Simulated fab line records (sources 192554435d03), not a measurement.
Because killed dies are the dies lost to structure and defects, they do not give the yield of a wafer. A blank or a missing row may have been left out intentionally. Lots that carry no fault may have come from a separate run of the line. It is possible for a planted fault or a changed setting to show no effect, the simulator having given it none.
Problem report in the 8D (eight disciplines) form, filled by code :: flow n5-finfet :: the parts of the form that need people (team, actions taken, sign-off) are left out

1. THE PROBLEM
N5_BEOL_M5_INSPECT_58, raw-defect-count: mean 287 over 1 wafer from 1 lot; wafers with no fault: 69, standard deviation 18. That is +12 standard deviations from the usual mean.
The step: inspects for defects (darkfield).
Seen first at day 16 23:02 on defect-inspect-01, wafer L819.4. At this step, 9 wafers from 3 lots have a number in the record. Rule for "out" (also "out of limits"): further than 4 standard deviations from the usual mean. Any other wafer with a number is counted as sound.

2. WHAT IT IS AND WHAT IT IS NOT
question: which readings at this step
is: raw-defect-count
is not: -

question: which lots
is: L819
is not: L799, L820

question: which wafers of those lots
is: L819.4
is not: L819.3, L819.6

question: read on which gauges
is: defect-inspect-01
is not: defect-inspect-02

question: when
is: from day 16 23:02
is not: up to then (5 sound wafers); but 3 sound wafers of L820 came after

3. SUSPECTS, AND WHAT RULES EACH OUT
Counting: any tool at a process step up to the reading remains a suspect provided it ran every lot that is out. Sound lots after the first of them don't rule it out here, since some wafers of a struck lot are sound.
- the gauge at N5_BEOL_M5_INSPECT_58 has been ruled out. All the wafers that are out were read on defect-inspect-01, but those of them that N5_PASSIVATION_PROBE_49 has rows for are out there too, on other tools.
- cvd-co-02 at N5_BEOL_M5_CO_CAP_78 (material Co, precursor CCTBA/H2, target thk 2 nm, time 102.1 s): kept. L819, the lot that is out, went through it at day 16 22:50; up to then, the latest sound lot through it was L799 at day 12 18:35.
- Within cvd-co-02 at N5_BEOL_M5_CO_CAP_78: the wafers that are out ran in chamber 1; their sound lot-mates ran in chambers 0, 2.
The count leaves cvd-co-02 at N5_BEOL_M5_CO_CAP_78.

4. THE CAUSE (what the simulator had put in)
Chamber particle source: cvd-co-02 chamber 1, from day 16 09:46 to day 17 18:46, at N5_BEOL_M5_CO_CAP_78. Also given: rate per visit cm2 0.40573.
The count eliminated every tool but this one.

5. THE EFFECT CHAIN, in route order
One row per reading whose mean, taken over the struck wafers that have a number, lies over 3 standard deviations from the usual. Only readings whose record carries a usual standard deviation are examined. hours: median over the lots of the time between each lot's start at the first step of this table that gives one and its start at this step. sigmas: the change, counted in usual standard deviations.
hours: 0
step: N5_BEOL_M5_INSPECT_58
reading: raw-defect-count
usual: 69
on struck wafers: 287
change: +218
sigmas: +12

hours: 2
step: N5_BEOL_M6_INSPECT_13
reading: raw-defect-count
usual: 382
on struck wafers: 661
change: +279
sigmas: +3.8

hours: 5
step: N5_BEOL_M6_INSPECT_30
reading: raw-defect-count
usual: 383
on struck wafers: 643
change: +260
sigmas: +3.4

hours: 96
step: N5_PASSIVATION_PROBE_49
reading: killed_at_M4_up
usual: 15
on struck wafers: 60
change: +45
sigmas: +8.0

hours: 96
step: N5_PASSIVATION_PROBE_49
reading: killed-on-rim
usual: 14
on struck wafers: 31
change: +17
sigmas: +4.0
The process steps in it:
- N5_PASSIVATION_PROBE_49

6. WHAT WOULD HAVE CAUGHT IT SOONER
In this record the first reading out of limits at a measuring or inspecting step was taken at day 16 23:02, 13 hours after the fault began at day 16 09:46.
Tool readings at N5_BEOL_M5_CO_CAP_78 with a usual standard deviation given in the record: none out on any struck wafer, hence no alarm at a limit of 4 standard deviations on them.
By day 16 23:02, every lot that is out (1) had started N5_BEOL_M5_CO_CAP_78 on cvd-co-02. A hold on the tool at that time would have spared none of them.
